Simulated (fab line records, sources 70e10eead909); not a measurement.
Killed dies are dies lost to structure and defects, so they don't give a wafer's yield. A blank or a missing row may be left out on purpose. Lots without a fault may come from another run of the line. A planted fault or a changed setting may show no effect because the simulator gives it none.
fab line records | flow nand_harc | part 2 of 2: steps 21 to 30 of 30
record lots=5 wafers=15 last_day=33
route steps=1302 shown A_STAIRCASE@793
lots that met no fault: from a run of the same line without faults
start_h: hours from the record's first day to the start of the lot's first wafer shown | wait_h: hours since the lot's step before | " the same as in the row above | L1.1+2: a row that stands for several wafers | - no value, or no start given | * or withheld: withheld | < > ~ a bound
route shown NAME@n: a module of which the file shows steps, and the number in the route of the first | usual: mean/standard deviation of fault-free wafers | same: alike in all rows | chamber/n: place in a boat | sites: the reading at each site | _std_site: their standard deviation | _edge_site: outer sites' mean less inner sites' | radius_mm: how far each site lies from the wafer's centre | mask NAME#n: copy n | behind: the tool/chamber that last shaped the wafer | hold: why the lot was held/for how many hours/how that ended | device: the transistor (n, p or np) that didn't switch | end of line: the same wafers' tests at the end of the route | a step without rows: its recipe alone | killed: dies lost to structure and defects at the first sort, not the wafer's yield | map: a wafer's dies, x killed, . not, _ none there
set.NAME: the setting as run; set.NAME@STEP: as run at that earlier step | model.NAME: the simulator's own value behind a step, which no gauge read
lots at some steps of the route; a table a step, a row a wafer
services: from which hour (start_h, from the record's first day; less than 0 if before it) a tool's chamber was out of use, for how many hours, and why
## steps
# step NHARC_A_STAIRCASE_PRECLEAN_297
# recipe time_s=* temp_c=50 bath_age_min=0 chemistry=SC1
# usual h2o2_flow_mL_min=56.60/0.18
# columns lot.wafer tool chamber start_h wait_h h2o2_flow_mL_min
L076.6 wet_bench-01 3 - - 56.43
L076.4 " 5 " " 56.92
L076.5 " 7 " " 56.18
L078.3 wet_bench-09 3 - - 56.38
L078.4 " 5 " " 56.71
L078.5 " 7 " " 56.59
L082.6 wet_bench-07 5 - - 56.60
L082.2 " 0 " " 56.54
L082.3 " 2 " " 56.70
L085.5 wet_bench-09 0 - - 56.62
L085.3 " 1 " " 56.90
L085.2 " 2 " " 56.40
L097.5 wet_bench-09 3 - - 56.69
L097.1 " 7 " " 56.92
L097.3 " 0 " " 56.54
# step NHARC_A_STAIRCASE_SRD_298
# columns lot.wafer tool chamber start_h wait_h
L076.6+4+5 wet_bench-01 3,5,7 - -
L078.3+4+5 wet_bench-09 3,5,7 - -
L082.6+2+3 wet_bench-07 5,0,2 - -
L085.5+3+2 wet_bench-09 0,1,2 - -
L097.5+1+3 wet_bench-09 3,7,0 - -
# step NHARC_A_STAIRCASE_HM_DEP_462
# recipe target_thk_a=8000 temp_c=400 material=aC
# usual throttle_valve_pct=35.000/0.0091
# columns lot.wafer tool chamber start_h wait_h throttle_valve_pct
L076.4 acl_dep-02 0 395.22 1.0 35.005
L076.5 " 0 " " 35.011
L076.6 " 0 " " 35.000
L078.3 acl_dep-01 0 431.87 3.2 34.990
L078.4 " 0 " " 34.995
L078.5 " 0 " " 34.999
L082.2 acl_dep-02 0 466.26 2.7 35.007
L082.3 " 0 " " 34.999
L082.6 " 0 " " 34.979
L085.2 acl_dep-01 0 486.61 0.4 34.995
L085.3 " 0 " " 34.995
L085.5 " 0 " " 34.993
L097.1 acl_dep-03 0 609.78 1.7 35.017
L097.3 " 0 " " 34.990
L097.5 " 0 " " 35.011
# step NHARC_A_STAIRCASE_DEP_301
# recipe target_thk_a=300 target_thk_nm=30 temp_c=400 pressure_torr=3.5 flow_sccm=200 rf_w=350 material=SiON
# usual chamber_pressure_Torr=3.502/0.008 heater_power_w=752/82
# columns lot.wafer tool chamber start_h wait_h chamber_pressure_Torr heater_power_w
L076.4 pecvd-04 1 396.25 0.7 3.500 793
L076.6 " 2 " " 3.513 710
L076.5 " 0 " " 3.496 910
L078.3 pecvd-03 0 433.15 1.0 3.511 744
L078.4 " 0 " " 3.518 727
L078.5 " 1 " " 3.497 717
L082.2 pecvd-04 1 467.91 1.3 3.510 696
L082.3 " 1 " " 3.516 710
L082.6 " 1 " " 3.509 702
L085.3 pecvd-02 2 488.15 0.9 3.513 754
L085.2 " 0 " " 3.502 725
L085.5 " 0 " " 3.496 697
L097.3 pecvd-03 2 611.67 1.0 3.504 839
L097.1 " 0 " " 3.486 698
L097.5 " 1 " " 3.496 777
# step NHARC_A_STAIRCASE_DEHYDRATE_302
# recipe temp_c=150 time_s=120
# usual chill_plate_temp_C=23.03/0.12 resist_line_temp_C=23.00/0.1
# columns lot.wafer tool chamber start_h wait_h chill_plate_temp_C resist_line_temp_C
L076.4 litho_track-07 0 396.43 0.2 23.14 22.94
L076.5 " 0 " " 23.06 22.78
L076.6 " 0 " " 23.12 22.87
L078.3 litho_track-02 0 433.40 0.2 23.13 23.04
L078.4 " 0 " " 23.05 23.12
L078.5 " 0 " " 23.12 23.05
L082.2 litho_track-02 0 468.27 0.3 22.84 23.05
L082.3 " 0 " " 22.98 22.96
L082.6 " 0 " " 22.97 23.00
L085.2 litho_track-02 0 488.42 0.2 22.93 22.97
L085.3 " 0 " " 22.96 22.93
L085.5 " 0 " " 23.02 23.04
L097.1 litho_track-05 0 611.91 0.2 23.18 22.85
L097.3 " 0 " " 23.21 22.91
L097.5 " 0 " " 23.13 22.92
# step NHARC_A_STAIRCASE_HMDS_303
# recipe time_s=30
# usual chill_plate_temp_C=23.00/0.094 resist_line_temp_C=22.99/0.089
# columns lot.wafer tool chamber start_h wait_h chill_plate_temp_C resist_line_temp_C
L076.4 litho_track-07 0 - - 22.96 23.00
L076.5 " 0 " " 23.02 23.02
L076.6 " 0 " " 22.97 22.88
L078.3 litho_track-02 0 - - 23.01 23.06
L078.4 " 0 " " 23.13 22.97
L078.5 " 0 " " 23.07 22.97
L082.2 litho_track-02 0 - - 23.02 22.83
L082.3 " 0 " " 22.98 22.95
L082.6 " 0 " " 23.19 22.84
L085.2 litho_track-02 0 - - 23.01 22.96
L085.3 " 0 " " 22.96 23.06
L085.5 " 0 " " 22.87 22.98
L097.1 litho_track-05 0 - - 22.93 22.79
L097.3 " 0 " " 23.00 23.03
L097.5 " 0 " " 22.95 22.79
# step NHARC_A_STAIRCASE_COAT_304
# recipe spin_rpm=1200
# usual chill_plate_temp_C=23.01/0.1 resist_line_temp_C=23.00/0.11
# columns lot.wafer tool chamber start_h wait_h chill_plate_temp_C resist_line_temp_C
L076.4 litho_track-07 0 - - 22.98 23.05
L076.5 " 0 " " 23.12 23.11
L076.6 " 0 " " 23.07 23.10
L078.3 litho_track-02 0 - - 23.19 22.92
L078.4 " 0 " " 23.15 23.06
L078.5 " 0 " " 23.21 22.97
L082.2 litho_track-02 0 - - 22.87 22.94
L082.3 " 0 " " 23.04 22.81
L082.6 " 0 " " 22.98 23.10
L085.2 litho_track-02 0 - - 23.05 22.96
L085.3 " 0 " " 23.07 23.09
L085.5 " 0 " " 23.16 22.93
L097.1 litho_track-05 0 - - 23.09 23.04
L097.3 " 0 " " 23.03 23.04
L097.5 " 0 " " 23.07 23.19
# step NHARC_A_STAIRCASE_SOFTBAKE_305
# recipe temp_c=135 time_s=170
# usual chill_plate_temp_C=22.99/0.1 resist_line_temp_C=22.99/0.098
# columns lot.wafer tool chamber start_h wait_h chill_plate_temp_C resist_line_temp_C
L076.4 litho_track-07 0 - - 22.87 23.00
L076.5 " 0 " " 22.92 22.85
L076.6 " 0 " " 22.80 22.76
L078.3 litho_track-02 0 - - 23.08 23.16
L078.4 " 0 " " 23.04 23.04
L078.5 " 0 " " 23.04 23.05
L082.2 litho_track-02 0 - - 23.04 22.99
L082.3 " 0 " " 22.91 22.99
L082.6 " 0 " " 22.99 23.01
L085.2 litho_track-02 0 - - 22.88 22.91
L085.3 " 0 " " 22.96 23.05
L085.5 " 0 " " 23.04 22.82
L097.1 litho_track-05 0 - - 22.84 22.95
L097.3 " 0 " " 22.93 22.92
L097.5 " 0 " " 22.99 22.78
# step NHARC_A_STAIRCASE_EBR_306
# usual chill_plate_temp_C=23.00/0.11 resist_line_temp_C=22.99/0.1
# columns lot.wafer tool chamber start_h wait_h chill_plate_temp_C resist_line_temp_C
L076.4 litho_track-07 0 - - 23.03 22.87
L076.5 " 0 " " 23.13 22.95
L076.6 " 0 " " 22.99 22.89
L078.3 litho_track-02 0 - - 23.12 23.10
L078.4 " 0 " " 23.13 23.19
L078.5 " 0 " " 23.18 23.15
L082.2 litho_track-02 0 - - 22.81 23.22
L082.3 " 0 " " 22.94 23.11
L082.6 " 0 " " 22.79 22.97
L085.2 litho_track-02 0 - - 22.81 22.98
L085.3 " 0 " " 22.98 23.04
L085.5 " 0 " " 23.04 23.05
L097.1 litho_track-05 0 - - 22.96 23.01
L097.3 " 0 " " 23.04 22.97
L097.5 " 0 " " 23.05 22.96
# step NHARC_A_STAIRCASE_EXPOSE_307
# recipe na=0.5 dose_mj=45.72 mask_id=CHOP_50
# usual focus_offset_nm=0.0/0.45
# columns lot.wafer tool chamber start_h wait_h mask focus_offset_nm
L076.4 krf_scanner-01 0 396.78 - CHOP_50#0 0.2
L076.5 " 0 " " CHOP_50#0 -0.4
L076.6 " 0 " " CHOP_50#0 -0.4
L078.3 krf_scanner-04 0 433.74 - CHOP_50#0 0.2
L078.4 " 0 " " CHOP_50#0 -0.3
L078.5 " 0 " " CHOP_50#0 -0.5
L082.2 krf_scanner-01 0 468.61 - CHOP_50#0 1.1
L082.3 " 0 " " CHOP_50#0 0.4
L082.6 " 0 " " CHOP_50#0 1.0
L085.2 krf_scanner-01 0 488.64 - CHOP_50#0 -0.4
L085.3 " 0 " " CHOP_50#0 0.7
L085.5 " 0 " " CHOP_50#0 0.0
L097.1 krf_scanner-04 0 612.27 - CHOP_50#0 -0.6
L097.3 " 0 " " CHOP_50#0 -0.5
L097.5 " 0 " " CHOP_50#0 -0.5
## services
# columns tool chamber start_h hours kind
rie_diel-04 - 363.75 2.0 repair
rie_diel-04 0 365.95 16.7 repair
pecvd-03 - 366.25 13.0 pm
rie_diel-04 - 367.82 9.0 pm
wet_bench-09 - 395.62 0.7 repair
krf_scanner-01 - 399.87 2.1 repair
litho_track-02 - 402.00 7.0 pm
acl_dep-02 - 425.91 13.0 pm
litho_track-07 - 426.00 7.0 pm
rie_diel-07 3 432.66 18.4 repair
wet_bench-09 - 440.22 2.9 repair
krf_scanner-01 - 448.27 0.2 repair
krf_scanner-01 - 459.95 0.6 repair
rie_diel-06 - 460.05 0.5 repair
rie_diel-07 - 471.23 9.0 pm
litho_track-05 - 474.00 7.0 pm
krf_scanner-01 - 484.00 4.0 pm
rie_diel-06 - 484.22 9.0 pm
rie_diel-06 3 510.42 22.2 repair
wet_bench-09 - 528.80 8.0 pm
rie_diel-07 3 569.64 11.1 repair
litho_track-02 - 577.00 7.0 pm
litho_track-07 - 601.00 7.0 pm
acl_dep-02 - 608.32 13.0 pm
